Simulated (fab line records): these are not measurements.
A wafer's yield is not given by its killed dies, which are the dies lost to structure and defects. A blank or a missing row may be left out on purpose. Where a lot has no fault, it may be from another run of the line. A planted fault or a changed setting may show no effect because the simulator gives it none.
Chamber matching | flow nand-harc | 4 sister chambers for NHARC_THIN_TSV_ETCH_15 on rie-si-04
The step target depth 3000 nm, bosch target overetch cycles 2, bosch etch step 2.8 s. 8 wafers are shown with their chamber, then 8 later ones without.

WAFERS, EACH WITH ITS CHAMBER
wafer  | chamber | drypump-motor-current-A (A)
L932.2 | 1       | 5.3
L935.1 | 2       | 5.4
L935.2 | 3       | 5.5
L935.6 | 0       | 4.6
L938.2 | 0       | 4.6
L938.3 | 2       | 5.5
L938.6 | 1       | 5.3
L939.2 | 3       | 5.5

WAFERS WITHOUT THEIR CHAMBER
wafer  | drypump-motor-current-A (A)
L939.4 | 5.3
L939.5 | 5.3
L952.1 | 5.6
L952.2 | 5.3
L952.4 | 5.4
L953.2 | 4.6
L953.3 | 5.3
L953.5 | 5.4

WHICH CHAMBER EACH WENT THROUGH
wafer  | from the rows above          | in truth
L939.4 | 1                            | 1
L939.5 | 1                            | 1
L952.1 | can't be placed: 3 or 2      | 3
L952.2 | 1                            | 1
L952.4 | can't be placed: 2 or 3 or 1 | 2
L953.2 | 0                            | 0
L953.3 | 1                            | 1
L953.5 | can't be placed: 2 or 3 or 1 | 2
5 of 8 placed correctly. These rows do not allow placing 3 (true chamber among the candidates in 3). Number placed wrongly: 0.
How it was worked out, from the rows above alone: a wafer's distance from a chamber is the root of the sum, over the readings, of the square of ((its reading less the chamber's mean) divided by the reading's scatter). If the next closest chamber is less than 2 further off than the closest, the wafer can't be placed; otherwise it belongs to the closest. For every chamber, the mean is computed from those of its wafers that are shown. The scatter: take each reading less its chamber's mean, square it, sum over the shown wafers, divide by the number of wafers less the number of chambers, and take the root.
